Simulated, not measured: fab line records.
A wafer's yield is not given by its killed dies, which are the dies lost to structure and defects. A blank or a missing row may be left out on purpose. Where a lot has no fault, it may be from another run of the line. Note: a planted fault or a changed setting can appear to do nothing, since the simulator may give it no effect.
Struck lot and sound lot, side by side + flow n5Finfet + 37 out of 1938 route steps
Sound: the wafers L273.3, L273.4, L273.5. Wafers L272.1, L272.4, L272.5 were the ones struck. At the end, the cause is stated.
At each step with rows: each side's tool, then ch and its chambers, then its first start. Under that, the readings that differ: sound wafers + struck wafers + difference of the means + sigmas: that difference in standard deviations of wafers without a fault.
alike: same words and numbers on both sides, and readings whose means sit less than 2 such deviations apart. not compared: any withheld reading, any reading some wafer has no value for, any bound like >300 that may hide the same value, and any number with overlapping values for which the record gives no deviation.
Wherever a step has rows on one side only, a row that says differs or no value, or a row with sigmas, the two part there. Numbers that have no deviation but don't overlap get no sigmas and don't part them. Lack of a reading on every wafer of one side parts them only where that side has two or more wafers.

first, 9 steps without rows for these wafers: N5_SDB_CMP_30 (polishes, stops on poly-Si, t overpolish 1.54 s, target thk 30 nm); N5_DUMMY_REMOVAL_HM_STRIP_01 (strips SiNx in CH3F/O2, stops on poly-Si, target depth 4 nm, time 6.8 s); N5_DUMMY_REMOVAL_STRIP_10 (strips in N2/H2, time 40 s); N5_DUMMY_REMOVAL_PRECLEAN_07 (cleans in dHF, time 30 s); N5_DUMMY_REMOVAL_DUMMY_REMOVE_02 (chemistry TMAH, target poly-Si, stops on SiO2, target depth 142 nm, time 57 s, rinse time 30 s); N5_DUMMY_REMOVAL_PRECLEAN_08 (cleans in NF3:NH3, afs cycles 2, time 20 s, sublimation time 60 s); N5_DUMMY_REMOVAL_PRECLEAN_04 (cleans in DHF, time 37 s); N5_DUMMY_REMOVAL_SRD_05 (time 30 s); N5_HKMG_FIN_IL_REGROW_00 (material SiO2, chemistry O3, target thk 0.75 nm, time 30 s).
N5_HKMG_FIN_HK_ALD_01: deposits HfO2, target thk 1.6 nm, pulse time 3 s, purge time 3 s.
  sound on aldHk-01 ch 0,1,2, day 6 15:50; struck on aldHk-03 ch 0,1,2, day 6 13:56
| reading                                     | sound       | struck   | difference | sigmas |
|---------------------------------------------|-------------|----------|------------|--------|
| aldCycles                                   | 30 30 30    | 17 17 17 | -13        |        |
| model.HfO2_of_HKMG_FIN_HK_ALD_01.thkNm (nm) | 1.6 1.6 1.6 | 1 1 1    | -1         |        |
  alike: precursorPulseHeightRel
then, 26 steps without rows for these wafers: N5_HKMG_FIN_HK_ANNEAL_02 (time 30 s); N5_HKMG_FIN_ALD_74 (deposits La2O3, target thk 0.5 nm, pulse time 6 s, co reactant pulse time 1 s); N5_HKMG_FIN_ALD_75 (deposits Al2O3, target thk 1 nm, co reactant pulse time 1 s); N5_HKMG_FIN_COAT_41 (time 60 s, resist thk 300 nm); N5_HKMG_FIN_COAT_42 (time 60 s, resist thk 35 nm); N5_HKMG_FIN_COAT_43 (resist thk 90 nm); N5_HKMG_FIN_EBR_45; N5_HKMG_FIN_SOFTBAKE_44 (time 60 s); N5_HKMG_FIN_EXPOSE_46 (exposes mask NDIPOLE); N5_HKMG_FIN_PEB_47 (peb time 60 s); N5_HKMG_FIN_DEVELOP_48 (develop time 30 s); N5_HKMG_FIN_DESCUM_53 (chemistry O2, time 7.9 s); N5_HKMG_FIN_ETCH_54 (etches SiARC in CF4, target depth 45.5 nm, time 75.8 s); N5_HKMG_FIN_ETCH_55 (etches SOC in N2/H2, target depth 240 nm, time 300 s); N5_HKMG_FIN_STRIP_56 (strips in N2/H2); N5_HKMG_FIN_STRIP_57 (strips in CF4); N5_HKMG_FIN_ETCH_58 (etches SOC in N2/H2, target depth 215.8 nm, time 741 s); N5_HKMG_FIN_STRIP_93 (strips SOC in N2/H2, time 20 s); N5_HKMG_FIN_WET_ETCH_76 (etches Al2O3 in dNH4OH, stops on La2O3, target depth 2.25 nm, rinse time 30 s); N5_HKMG_FIN_STRIP_60 (strips in N2/H2, time 360 s); N5_HKMG_FIN_WET_ETCH_77 (etches La2O3 in dHCl, stops on HfO2, target depth 2 nm); N5_HKMG_FIN_WET_ETCH_78 (etches Al2O3 in dNH4OH, stops on La2O3, target depth 4.5 nm, rinse time 30 s); N5_HKMG_FIN_ALD_79 (deposits TiN, target thk 1.5 nm, pulse time 1 s, purge time 3 s); N5_HKMG_FIN_CVD_62 (deposits a-Si from Si2H6, target thk 3 nm, time 20.8 s); N5_HKMG_FIN_RTA_80 (time 2 s); N5_HKMG_FIN_PRECLEAN_64 (cleans in dHF, time 30 s).
N5_HKMG_FIN_THK_MEAS_70: measures by xrf.
  sound on filmMetro-02, day 6 19:26; struck on filmMetro-02, day 6 17:35
| reading     | sound             | struck            | difference | sigmas |
|-------------|-------------------|-------------------|------------|--------|
| HK_THK (nm) | 1.586 1.591 1.568 | 0.897 0.934 0.932 | -0.661     | -39    |

## WHERE THEY PART
Within this record, at N5_HKMG_FIN_THK_MEAS_70 only.

WHY: what the simulator had put in
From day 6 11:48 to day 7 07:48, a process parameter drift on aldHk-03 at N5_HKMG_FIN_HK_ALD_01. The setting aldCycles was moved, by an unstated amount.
